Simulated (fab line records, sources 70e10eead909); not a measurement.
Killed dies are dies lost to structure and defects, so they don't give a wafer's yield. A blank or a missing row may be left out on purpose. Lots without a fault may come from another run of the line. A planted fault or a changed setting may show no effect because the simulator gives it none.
fab line records | flow nand_harc | part 1 of 2: steps 1 to 20 of 26
record lots=5 wafers=15 last_day=33
route steps=1302 shown A_ONON_D2@569 A_CHANNEL_HOLE_D2@570
lots that met no fault: from a run of the same line without faults
start_h: hours from the record's first day to the start of the lot's first wafer shown | wait_h: hours since the lot's step before | " the same as in the row above | L1.1+2: a row that stands for several wafers | - no value, or no start given | * or withheld: withheld | < > ~ a bound
route shown NAME@n: a module of which the file shows steps, and the number in the route of the first | usual: mean/standard deviation of fault-free wafers | same: alike in all rows | chamber/n: place in a boat | sites: the reading at each site | _std_site: their standard deviation | _edge_site: outer sites' mean less inner sites' | radius_mm: how far each site lies from the wafer's centre | mask NAME#n: copy n | behind: the tool/chamber that last shaped the wafer | hold: why the lot was held/for how many hours/how that ended | device: the transistor (n, p or np) that didn't switch | end of line: the same wafers' tests at the end of the route | a step without rows: its recipe alone | killed: dies lost to structure and defects at the first sort, not the wafer's yield | map: a wafer's dies, x killed, . not, _ none there
set.NAME: the setting as run; set.NAME@STEP: as run at that earlier step | model.NAME: the simulator's own value behind a step, which no gauge read
lots at some steps of the route; a table a step, a row a wafer
services: from which hour (start_h, from the record's first day; less than 0 if before it) a tool's chamber was out of use, for how many hours, and why
## steps
# step NHARC_A_ONON_D2_INSPECT_32
# usual raw_defect_count=404/170
# columns lot.wafer tool chamber start_h wait_h raw_defect_count
L084.3 defect_inspect-02 - 384.09 0.0 420
L084.5 " - " " 528
L084.6 " - " " 691
L085.3 defect_inspect-02 - 391.43 0.0 384
L085.4 " - " " 321
L085.5 " - " " 203
L089.2 defect_inspect-02 - 448.06 0.1 497
L089.3 " - " " 425
L089.5 " - " " 429
L095.4 defect_inspect-01 - 498.59 0.0 296
L095.5 " - " " 234
L095.6 " - " " 159
L097.2 defect_inspect-01 - 510.72 0.0 279
L097.3 " - " " 422
L097.6 " - " " 344
# step NHARC_A_CHANNEL_HOLE_D2_DEP_00
# recipe target_thk_a=31000 temp_c=400 material=aC
# usual throttle_valve_pct=35.000/0.0094
# columns lot.wafer tool chamber start_h wait_h throttle_valve_pct
L084.3 acl_dep-01 0 385.35 1.3 34.993
L084.5 " 0 " " 34.993
L084.6 " 0 " " 35.008
L085.3 acl_dep-02 0 392.13 0.7 34.996
L085.4 " 0 " " 34.996
L085.5 " 0 " " 34.994
L089.2 acl_dep-03 0 448.88 0.8 35.008
L089.3 " 0 " " 35.002
L089.5 " 0 " " 35.009
L095.4 acl_dep-03 0 501.48 2.9 35.009
L095.5 " 0 " " 34.998
L095.6 " 0 " " 34.997
L097.2 acl_dep-03 0 511.10 0.4 35.019
L097.3 " 0 " " 35.007
L097.6 " 0 " " 35.005
# step NHARC_A_CHANNEL_HOLE_D2_DEP_01
# recipe target_thk_a=1400 target_thk_nm=140 temp_c=400 pressure_torr=3.5 flow_sccm=200 rf_w=350 material=SiON
# usual heater_power_w=766/99 rf_fwd_power_W=348.5/1.1
# columns lot.wafer tool chamber start_h wait_h heater_power_w rf_fwd_power_W since_wet_clean_h
L084.3 pecvd-04 1 386.67 1.0 603 348.2 105
L084.5 " 0 " " 596 346.7 -
L084.6 " 1 " " 601 349.6 -
L085.3 pecvd-03 0 393.42 1.0 876 349.4 14
L085.4 " 0 " " 867 349.1 -
L085.5 " 1 " " 760 345.9 -
L089.3 pecvd-01 0 450.53 1.0 863 348.7 126
L089.2 " 2 " " 723 347.9 126
L089.5 " 0 " " 855 347.3 -
L095.5 pecvd-03 1 502.65 0.5 710 347.8 -
L095.4 " 2 " " 937 348.5 -
L095.6 " 0 " " 823 349.0 -
L097.2 pecvd-04 1 512.72 1.3 517 347.9 50
L097.3 " 2 " " 641 348.5 50
L097.6 " 1 " " 525 349.1 -
# step NHARC_A_CHANNEL_HOLE_D2_DEHYDRATE_02
# recipe temp_c=150 time_s=120
# usual chill_plate_temp_C=23.02/0.1
# columns lot.wafer tool chamber start_h wait_h chill_plate_temp_C
L084.3 litho_track-01 0 386.91 0.2 23.07
L084.5 " 0 " " 23.05
L084.6 " 0 " " 23.03
L085.3 litho_track-06 0 393.69 0.2 23.12
L085.4 " 0 " " 23.08
L085.5 " 0 " " 23.16
L089.2 litho_track-06 0 450.81 0.2 22.89
L089.3 " 0 " " 22.87
L089.5 " 0 " " 22.90
L095.4 litho_track-01 0 502.84 0.1 23.03
L095.5 " 0 " " 22.98
L095.6 " 0 " " 22.95
L097.2 litho_track-04 0 512.99 0.2 22.88
L097.3 " 0 " " 22.92
L097.6 " 0 " " 22.92
# step NHARC_A_CHANNEL_HOLE_D2_HMDS_03
# recipe time_s=30
# usual chill_plate_temp_C=22.99/0.099
# columns lot.wafer tool chamber start_h wait_h chill_plate_temp_C
L084.3 litho_track-01 0 - - 22.78
L084.5 " 0 " " 22.71
L084.6 " 0 " " 22.89
L085.3 litho_track-06 0 - - 22.88
L085.4 " 0 " " 22.93
L085.5 " 0 " " 22.90
L089.2 litho_track-06 0 - - 23.09
L089.3 " 0 " " 22.88
L089.5 " 0 " " 23.15
L095.4 litho_track-01 0 - - 23.13
L095.5 " 0 " " 23.07
L095.6 " 0 " " 22.96
L097.2 litho_track-04 0 - - 23.02
L097.3 " 0 " " 22.96
L097.6 " 0 " " 23.10
# step NHARC_A_CHANNEL_HOLE_D2_COAT_36
# recipe temp_c=260 time_s=75
# usual chill_plate_temp_C=23.00/0.1
# columns lot.wafer tool chamber start_h wait_h chill_plate_temp_C
L084.3 litho_track-01 0 - - 23.07
L084.5 " 0 " " 23.10
L084.6 " 0 " " 23.02
L085.3 litho_track-06 0 - - 23.04
L085.4 " 0 " " 23.00
L085.5 " 0 " " 23.02
L089.2 litho_track-06 0 - - 22.87
L089.3 " 0 " " 22.95
L089.5 " 0 " " 23.05
L095.4 litho_track-01 0 - - 22.93
L095.5 " 0 " " 22.87
L095.6 " 0 " " 22.96
L097.2 litho_track-04 0 - - 23.11
L097.3 " 0 " " 23.12
L097.6 " 0 " " 22.97
# step NHARC_A_CHANNEL_HOLE_D2_COAT_37
# recipe temp_c=225 time_s=65
# usual chill_plate_temp_C=22.98/0.12
# columns lot.wafer tool chamber start_h wait_h chill_plate_temp_C
L084.3 litho_track-01 0 - - 22.80
L084.5 " 0 " " 22.85
L084.6 " 0 " " 22.83
L085.3 litho_track-06 0 - - 22.93
L085.4 " 0 " " 22.96
L085.5 " 0 " " 22.95
L089.2 litho_track-06 0 - - 23.09
L089.3 " 0 " " 23.16
L089.5 " 0 " " 23.05
L095.4 litho_track-01 0 - - 23.08
L095.5 " 0 " " 23.12
L095.6 " 0 " " 23.11
L097.2 litho_track-04 0 - - 23.08
L097.3 " 0 " " 22.90
L097.6 " 0 " " 23.11
# step NHARC_A_CHANNEL_HOLE_D2_COAT_04
# recipe spin_rpm=1500 resist_thk_nm=90
# usual chill_plate_temp_C=23.00/0.1
# columns lot.wafer tool chamber start_h wait_h chill_plate_temp_C
L084.3 litho_track-01 0 - - 23.06
L084.5 " 0 " " 23.07
L084.6 " 0 " " 23.00
L085.3 litho_track-06 0 - - 22.70
L085.4 " 0 " " 22.89
L085.5 " 0 " " 22.79
L089.2 litho_track-06 0 - - 22.99
L089.3 " 0 " " 23.01
L089.5 " 0 " " 22.98
L095.4 litho_track-01 0 - - 22.98
L095.5 " 0 " " 23.06
L095.6 " 0 " " 23.01
L097.2 litho_track-04 0 - - 22.99
L097.3 " 0 " " 23.00
L097.6 " 0 " " 23.08
# step NHARC_A_CHANNEL_HOLE_D2_SOFTBAKE_05
# recipe temp_c=105 time_s=55
# usual chill_plate_temp_C=22.97/0.1
# columns lot.wafer tool chamber start_h wait_h chill_plate_temp_C
L084.3 litho_track-01 0 - - 22.99
L084.5 " 0 " " 22.99
L084.6 " 0 " " 22.94
L085.3 litho_track-06 0 - - 23.12
L085.4 " 0 " " 23.14
L085.5 " 0 " " 23.17
L089.2 litho_track-06 0 - - 22.96
L089.3 " 0 " " 23.00
L089.5 " 0 " " 22.98
L095.4 litho_track-01 0 - - 23.02
L095.5 " 0 " " 22.93
L095.6 " 0 " " 23.10
L097.2 litho_track-04 0 - - 23.01
L097.3 " 0 " " 22.96
L097.6 " 0 " " 23.00
# step NHARC_A_CHANNEL_HOLE_D2_EBR_06
# usual chill_plate_temp_C=23.03/0.11
# columns lot.wafer tool chamber start_h wait_h chill_plate_temp_C
L084.3 litho_track-01 0 - - 23.01
L084.5 " 0 " " 22.98
L084.6 " 0 " " 22.98
L085.3 litho_track-06 0 - - 23.00
L085.4 " 0 " " 22.98
L085.5 " 0 " " 23.20
L089.2 litho_track-06 0 - - 23.18
L089.3 " 0 " " 23.18
L089.5 " 0 " " 23.01
L095.4 litho_track-01 0 - - 23.10
L095.5 " 0 " " 23.09
L095.6 " 0 " " 22.96
L097.2 litho_track-04 0 - - 23.01
L097.3 " 0 " " 22.79
L097.6 " 0 " " 23.01
# step NHARC_A_CHANNEL_HOLE_D2_EXPOSE_07
# recipe na=1.35 target_cd_nm=100 sigma_outer=0.3 dose_mj=59.65 mask_id=HOLE_D2
# usual exposure_dose_mJ_cm2=59.49/0.16 focus_offset_nm=0.2/0.52
# columns lot.wafer tool chamber start_h wait_h mask exposure_dose_mJ_cm2 focus_offset_nm
L084.3 arfi_scanner-01 0 387.23 - HOLE_D2#0 59.29 -0.1
L084.5 " 0 " " HOLE_D2#0 59.26 -0.3
L084.6 " 0 " " HOLE_D2#0 59.29 -0.9
L085.3 arfi_scanner-01 0 393.89 - HOLE_D2#0 59.31 1.4
L085.4 " 0 " " HOLE_D2#0 59.28 -0.4
L085.5 " 0 " " HOLE_D2#0 59.33 0.2
L089.2 arfi_scanner-02 0 451.12 - HOLE_D2#0 59.60 -0.2
L089.3 " 0 " " HOLE_D2#0 59.65 -1.0
L089.5 " 0 " " HOLE_D2#0 59.74 0.3
L095.4 arfi_scanner-01 0 503.04 - HOLE_D2#0 59.33 0.2
L095.5 " 0 " " HOLE_D2#0 59.34 0.1
L095.6 " 0 " " HOLE_D2#0 59.34 -0.2
L097.2 arfi_scanner-02 0 513.31 - HOLE_D2#0 59.58 0.3
L097.3 " 0 " " HOLE_D2#0 59.54 0.9
L097.6 " 0 " " HOLE_D2#0 59.57 0.4
# step NHARC_A_CHANNEL_HOLE_D2_PEB_08
# recipe peb_temp_c=100 peb_time_s=65
# usual chill_plate_temp_C=23.02/0.11
# columns lot.wafer tool chamber start_h wait_h chill_plate_temp_C
L084.3 litho_track-06 0 387.28 0.0 22.94
L084.5 " 0 " " 23.06
L084.6 " 0 " " 23.08
L085.3 litho_track-04 0 393.94 0.0 23.05
L085.4 " 0 " " 23.24
L085.5 " 0 " " 22.97
L089.2 litho_track-04 0 451.18 0.1 23.01
L089.3 " 0 " " 22.91
L089.5 " 0 " " 22.92
L095.4 litho_track-04 0 503.09 0.0 23.18
L095.5 " 0 " " 23.20
L095.6 " 0 " " 23.21
L097.2 litho_track-04 0 513.36 0.1 23.27
L097.3 " 0 " " 23.16
L097.6 " 0 " " 23.11
# step NHARC_A_CHANNEL_HOLE_D2_DEVELOP_09
# recipe develop_time_s=35 dev_temp_c=23
# usual chill_plate_temp_C=23.01/0.12
# columns lot.wafer tool chamber start_h wait_h chill_plate_temp_C
L084.3 litho_track-06 0 - - 22.91
L084.5 " 0 " " 22.93
L084.6 " 0 " " 23.01
L085.3 litho_track-04 0 - - 23.10
L085.4 " 0 " " 22.91
L085.5 " 0 " " 22.98
L089.2 litho_track-04 0 - - 23.04
L089.3 " 0 " " 22.95
L089.5 " 0 " " 22.92
L095.4 litho_track-04 0 - - 23.19
L095.5 " 0 " " 23.26
L095.6 " 0 " " 23.18
L097.2 litho_track-04 0 - - 23.12
L097.3 " 0 " " 22.92
L097.6 " 0 " " 23.04
# step NHARC_A_CHANNEL_HOLE_D2_CD_MEAS_10
# recipe target_cd_nm=100 landing_energy_ev=500
# usual cd_nm=100.2/0.75
# columns lot.wafer tool chamber start_h wait_h cd_nm
L084.3 cd_sem-02 0 387.36 - 99.0
L084.5 " 0 " " 99.4
L084.6 " 0 " " 99.8
L085.3 cd_sem-03 0 394.03 - 100.5
L085.4 " 0 " " 99.3
L085.5 " 0 " " 100.4
L089.2 cd_sem-03 0 451.26 - 100.4
L089.3 " 0 " " 100.4
L089.5 " 0 " " 99.5
L095.4 cd_sem-01 0 503.17 - 99.9
L095.5 " 0 " " 100.1
L095.6 " 0 " " 99.1
L097.2 cd_sem-02 0 513.45 - 99.5
L097.3 " 0 " " 99.6
L097.6 " 0 " " 100.0
# step NHARC_A_CHANNEL_HOLE_D2_OVL_MEAS_11
# usual overlay_x_nm=-0.1/0.78 overlay_y_nm=-0.1/0.8
# columns lot.wafer tool chamber start_h wait_h overlay_x_nm overlay_y_nm
L084.3 overlay-01 - 387.45 - -0.3 0.8
L084.5 " - " " -0.4 1.5
L084.6 " - " " -0.8 1.2
L085.3 overlay-02 - 394.11 - -0.1 1.4
L085.4 " - " " -0.2 0.5
L085.5 " - " " 0.1 0.2
L089.2 overlay-02 - 451.35 - 0.5 -0.6
L089.3 " - " " 0.4 0.2
L089.5 " - " " 0.8 -0.5
L095.4 overlay-02 - 503.25 - 1.1 1.3
L095.5 " - " " 1.3 1.0
L095.6 " - " " 1.2 1.3
L097.2 overlay-01 - 513.53 - -1.1 -0.9
L097.3 " - " " -1.1 -1.3
L097.6 " - " " -0.8 -0.8
# step NHARC_A_CHANNEL_HOLE_D2_INSPECT_12
# usual raw_defect_count=26/22
# columns lot.wafer tool chamber start_h wait_h raw_defect_count
L084.3 defect_inspect-02 - 387.48 0.0 65
L084.5 " - " " 48
L084.6 " - " " 57
L085.3 defect_inspect-02 - 394.15 0.0 68
L085.4 " - " " 54
L085.5 " - " " 48
L089.2 defect_inspect-02 - 451.38 0.0 48
L089.3 " - " " 61
L089.5 " - " " 52
L095.4 defect_inspect-02 - 503.29 0.0 4
L095.5 " - " " 8
L095.6 " - " " 6
L097.2 defect_inspect-01 - 513.57 0.0 18
L097.3 " - " " 26
L097.6 " - " " 22
# step NHARC_A_CHANNEL_HOLE_D2_DESCUM_15
# recipe time_s=3 o2_flow_sccm=200 ar_flow_sccm=0 bias_power_w=0 chemistry=O2
# usual drypump_motor_current_A=5.9/0.44 oes_product_au=0.996/0.017 rf_vpp_V=58.0/0.89 showerhead_plenum_p_Torr=1.93/0.071 throttle_valve_pct=11.312/0.0085
# columns lot.wafer tool chamber start_h wait_h drypump_motor_current_A oes_product_au rf_hours_counter_h rf_vpp_V showerhead_plenum_p_Torr throttle_valve_pct
L084.3 rie_diel-03 0 387.55 0.1 4.8 0.979 4.8 58.0 1.99 11.329
L084.6 " 3 " " 6.7 1.000 - 56.5 2.00 11.305
L084.5 " 0 " " 4.8 0.983 - 58.0 1.99 11.315
L085.4 rie_diel-10 2 394.21 0.1 5.7 0.990 9.6 57.6 1.86 11.311
L085.3 " 0 " " 6.0 1.002 7.3 58.3 2.05 11.312
L085.5 " 2 " " 5.7 0.986 - 56.7 1.86 11.332
L089.2 rie_diel-03 0 451.44 0.1 4.8 0.996 7.5 58.3 1.99 11.312
L089.3 " 3 " " 6.7 0.999 6.7 57.7 2.00 11.305
L089.5 " 1 " " 5.0 0.990 - 57.8 2.06 11.321
L095.4 rie_diel-10 3 503.36 0.1 6.2 1.021 3.5 59.0 1.95 11.321
L095.6 " 2 " " 5.7 1.005 - 57.6 1.86 11.311
L095.5 " 3 " " 6.2 1.019 - 59.3 1.95 11.286
L097.2 rie_diel-08 0 513.63 0.1 5.8 1.003 7.2 58.2 1.86 11.308
L097.3 " 2 " " 5.6 0.986 8.1 56.5 1.91 11.309
L097.6 " 0 " " 5.8 0.992 - 57.5 1.86 11.315
# step NHARC_A_CHANNEL_HOLE_D2_ETCH_38
# recipe target_depth_a=390 over_etch_frac=0.3 time_s=65 ion_energy_ev=80 cf4_flow_sccm=150 ar_flow_sccm=0 rf_w=300 bias_w=100 chemistry=CF4
# usual drypump_motor_current_A=5.9/0.44 oes_product_au=0.998/0.017 rf_fwd_power_W=296.8/1.3 rf_vpp_V=151.3/1.1 showerhead_plenum_p_Torr=1.78/0.061 throttle_valve_pct=13.283/0.0096
# columns lot.wafer tool chamber start_h wait_h drypump_motor_current_A oes_product_au rf_fwd_power_W rf_hours_counter_h rf_vpp_V showerhead_plenum_p_Torr throttle_valve_pct
L084.3 rie_diel-03 1 387.65 0.1 5.0 1.001 296.0 4.4 152.7 1.90 13.277
L084.6 " 2 " " 6.3 0.992 297.5 - 149.7 1.72 13.281
L084.5 " 3 " " 6.7 1.003 294.8 - 153.8 1.85 13.283
L085.3 rie_diel-10 1 394.29 0.1 6.0 0.997 296.5 9.2 149.8 1.71 13.293
L085.4 " 0 " " 5.9 1.008 299.0 7.4 153.3 1.88 13.294
L085.5 " 1 " " 6.0 1.003 297.1 - 149.7 1.72 13.288
L089.2 rie_diel-03 0 451.53 0.1 4.8 0.998 297.1 7.5 152.6 1.84 13.278
L089.3 " 2 " " 6.3 0.992 298.2 8.4 149.5 1.72 13.271
L089.5 " 1 " " 5.0 0.996 296.6 - 152.7 1.89 13.282
L095.4 rie_diel-10 3 503.45 0.1 6.2 1.014 296.3 3.6 151.9 1.80 13.280
L095.6 " 0 " " 5.9 0.999 298.7 - 153.3 1.88 13.279
L095.5 " 1 " " 6.0 1.024 297.0 - 151.9 1.71 13.284
L097.2 rie_diel-08 3 513.72 0.1 5.9 0.968 298.0 6.7 151.0 1.77 13.274
L097.3 " 0 " " 5.8 0.988 296.3 7.2 149.6 1.73 13.293
L097.6 " 0 " " 5.9 0.989 297.0 - 150.6 1.73 13.291
# step NHARC_A_CHANNEL_HOLE_D2_ETCH_39
# recipe target_depth_a=2600 over_etch_frac=0.3 time_s=325 ion_energy_ev=200 n2_flow_sccm=150 h2_flow_sccm=150 ar_flow_sccm=0 rf_w=400 bias_w=150 chemistry=N2/H2
# usual drypump_motor_current_A=5.8/0.45 oes_product_au=0.997/0.018 rf_fwd_power_W=399.0/1.2 rf_vpp_V=431.1/2.3 showerhead_plenum_p_Torr=2.06/0.079 throttle_valve_pct=14.171/0.0085
# columns lot.wafer tool chamber start_h wait_h drypump_motor_current_A oes_product_au rf_fwd_power_W rf_hours_counter_h rf_vpp_V showerhead_plenum_p_Torr throttle_valve_pct
L084.3 rie_diel-03 1 - - 5.0 0.996 399.6 4.5 433.8 2.20 14.179
L084.6 " 1 " " 5.0 0.989 399.4 - 434.9 2.20 14.159
L084.5 " 2 " " 6.3 0.998 399.0 - 429.0 1.98 14.166
L085.4 rie_diel-10 2 - - 5.8 0.991 396.9 9.7 429.2 1.99 14.175
L085.3 " 3 " " 6.2 1.051 397.2 5.0 429.9 2.08 14.177
L085.5 " 1 " " 5.9 0.999 398.7 - 429.7 1.97 14.167
L089.2 rie_diel-03 3 - - 6.7 0.993 398.4 6.8 434.5 2.14 14.167
L089.3 " 1 " " 5.0 0.993 399.1 8.0 435.3 2.20 14.183
L089.5 " 2 " " 6.3 0.977 399.4 - 429.5 1.98 14.179
L095.4 rie_diel-10 0 - - 5.9 0.986 400.7 3.8 433.7 2.19 14.175
L095.6 " 2 " " 5.8 0.988 399.2 - 429.5 1.98 14.165
L095.5 " 3 " " 6.2 1.004 397.2 - 431.9 2.08 14.156
L097.2 rie_diel-08 3 - - 5.9 0.957 396.8 6.8 429.8 2.04 14.155
L097.3 " 0 " " 5.8 0.993 396.4 7.3 429.1 1.99 14.153
L097.6 " 1 " " 5.7 0.987 397.2 - 430.2 2.03 14.173
# step NHARC_A_CHANNEL_HOLE_D2_ETCH_34
# recipe target_depth_a=1540 time_s=77 cf4_flow_sccm=100 chf3_flow_sccm=30 ar_flow_sccm=0 rf_w=500 bias_w=200 chemistry=CF4/CHF3
# usual drypump_motor_current_A=5.8/0.45 oes_product_au=0.960/0.019 rf_fwd_power_W=495.3/1.9 rf_vpp_V=371.0/2.1 showerhead_plenum_p_Torr=1.59/0.056 throttle_valve_pct=16.803/0.0087
# columns lot.wafer tool chamber start_h wait_h drypump_motor_current_A oes_product_au rf_fwd_power_W rf_hours_counter_h rf_vpp_V showerhead_plenum_p_Torr throttle_valve_pct
L084.3 rie_diel-03 0 - - 4.8 0.942 494.9 4.9 372.1 1.63 16.803
L084.5 " 2 " " 6.3 0.976 497.8 - 368.5 1.53 16.811
L084.6 " 3 " " 6.7 0.963 494.8 - 372.9 1.64 16.800
L085.4 rie_diel-10 2 - - 5.7 0.949 493.3 9.7 370.1 1.54 16.804
L085.3 " 3 " " 6.2 1.018 494.7 5.1 371.7 1.60 16.795
L085.5 " 1 " " 5.9 0.965 494.3 - 370.0 1.52 16.792
L089.3 rie_diel-03 1 - - 5.1 0.964 495.7 8.0 374.8 1.69 16.805
L089.2 " 2 " " 6.3 0.962 497.2 8.6 369.6 1.53 16.805
L089.5 " 1 " " 5.0 0.958 496.7 - 375.1 1.69 16.790
L095.4 rie_diel-10 2 - - 5.7 0.931 495.2 3.2 368.9 1.53 16.814
L095.6 " 3 " " 6.2 0.944 494.0 - 371.7 1.60 16.809
L095.5 " 0 " " 5.9 0.914 495.3 - 373.0 1.68 16.798
L097.3 rie_diel-08 2 - - 5.6 0.952 496.1 8.3 370.4 1.57 16.811
L097.2 " 3 " " 5.9 0.944 496.2 6.8 370.4 1.58 16.797
L097.6 " 3 " " 5.9 0.958 494.9 - 369.9 1.58 16.802
